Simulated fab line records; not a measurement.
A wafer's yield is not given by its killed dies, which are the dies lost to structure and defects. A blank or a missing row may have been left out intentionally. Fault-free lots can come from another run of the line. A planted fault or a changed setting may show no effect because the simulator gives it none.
One fault seen from 3 desks :: flow nand_harc :: every desk sees just its own numbers, and what lay behind them comes last

## THE DEFECT DESK
For each lot, the counts of the inspections along the route, averaged over the sampled wafers that have a number. A lot is out of limits, marked OUT, if its mean lies more than 4 standard deviations from the usual mean; the brackets give that distance.
Columns: A = raw_defect_count at NHARC_A_WL_FILL_INSPECT_15, usual 383
lot: L483
first seen here: day 16 05:10
A: 371

lot: L484
first seen here: day 16 08:08
A: 585

lot: L488
first seen here: day 16 12:52
A: 475

lot: L485
first seen here: day 16 18:23
A: 379

lot: L487
first seen here: day 16 20:46
A: 417

lot: L490
first seen here: day 17 12:29
A: 323

lot: L491
first seen here: day 18 15:09
A: 400

lot: L495
first seen here: day 19 07:27
A: 543

lot: L496
first seen here: day 19 07:38
A: 341

lot: L502
first seen here: day 20 16:50
A: 364

lot: L505
first seen here: day 21 12:34
A: 347
Finding of this desk: none of the 11 lots has anything out of limits.

## FROM THE METROLOGY DESK
What the gauges read, lot by lot, whatever tool the lot ran on: means of the sampled wafers that have a number. A lot is out of limits, marked OUT, if its mean lies more than 4 standard deviations from the usual mean; the brackets give that distance.
Columns: A = cd_nm at NHARC_A_CONTACT_CD_MEAS_42, usual 200.0 nm
lot: L483
first seen here: day 16 09:02
A: 200.2

lot: L484
first seen here: day 16 14:45
A: 199.5

lot: L488
first seen here: day 16 18:45
A: 199.2

lot: L485
first seen here: day 16 22:23
A: 199.6

lot: L487
first seen here: day 17 00:42
A: 200.1

lot: L490
first seen here: day 17 18:50
A: 200.3

lot: L491
first seen here: day 18 19:35
A: 213.7 (+21) OUT

lot: L495
first seen here: day 19 10:59
A: 199.3

lot: L496
first seen here: day 19 11:42
A: 210.2 (+16) OUT

lot: L502
first seen here: day 20 20:29
A: 199.7

lot: L505
first seen here: day 21 17:09
A: 200.6
This desk's finding: out of limits on L491, L496; first on L491, day 18 19:35 (cd_nm at NHARC_A_CONTACT_CD_MEAS_42). L483, L484, L488, L485, L487, L490, L495, L502, L505 stayed within limits.

## AT THE TOOL OWNER'S DESK: arfi_scanner-01
The tool's own readings at NHARC_A_CONTACT_EXPOSE_39 (exposes mask A CC 3): means of the sampled wafers that have a number, for each lot that ran on this tool. A lot is out of limits, marked OUT, if its mean lies more than 4 standard deviations from the usual mean; the brackets give that distance.
Columns: A = exposure_dose_mJ_cm2 at NHARC_A_CONTACT_EXPOSE_39, usual 58.76
lot: L484
first seen here: day 16 14:37
A: 58.80

lot: L488
first seen here: day 16 18:37
A: 58.85

lot: L491
first seen here: day 18 19:26
A: 74.97 (+99 or more) OUT

lot: L496
first seen here: day 19 11:34
A: 71.84 (+99 or more) OUT
This desk's finding: out of limits on L491, L496; first on L491, day 18 19:26 (exposure_dose_mJ_cm2 at NHARC_A_CONTACT_EXPOSE_39). L484, L488 stayed within limits.

## PUT TOGETHER
On L491, L496, at day 18 19:26, an alarm was possible from the tool owner's desk.
At day 18 19:35 the metrology desk could have sounded an alarm, on L491, L496.
The defect desk saw nothing out of limits.
The defect desk has L491, L496 on record, within its limits.
NHARC_A_CONTACT_EXPOSE_39 was run on arfi_scanner-01 by each of the lots named.

## WHAT THE SIMULATOR HAD INSERTED
Drift in process parameters on arfi_scanner-01 at NHARC_A_CONTACT_EXPOSE_39, starting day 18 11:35. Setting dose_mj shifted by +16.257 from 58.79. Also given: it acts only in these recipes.
Lots struck among those shown: L491, L496.
Delay (hours) between the fault's onset and each desk's first out-of-limits reading: 8 at the tool owner's desk, 8 at the metrology desk.
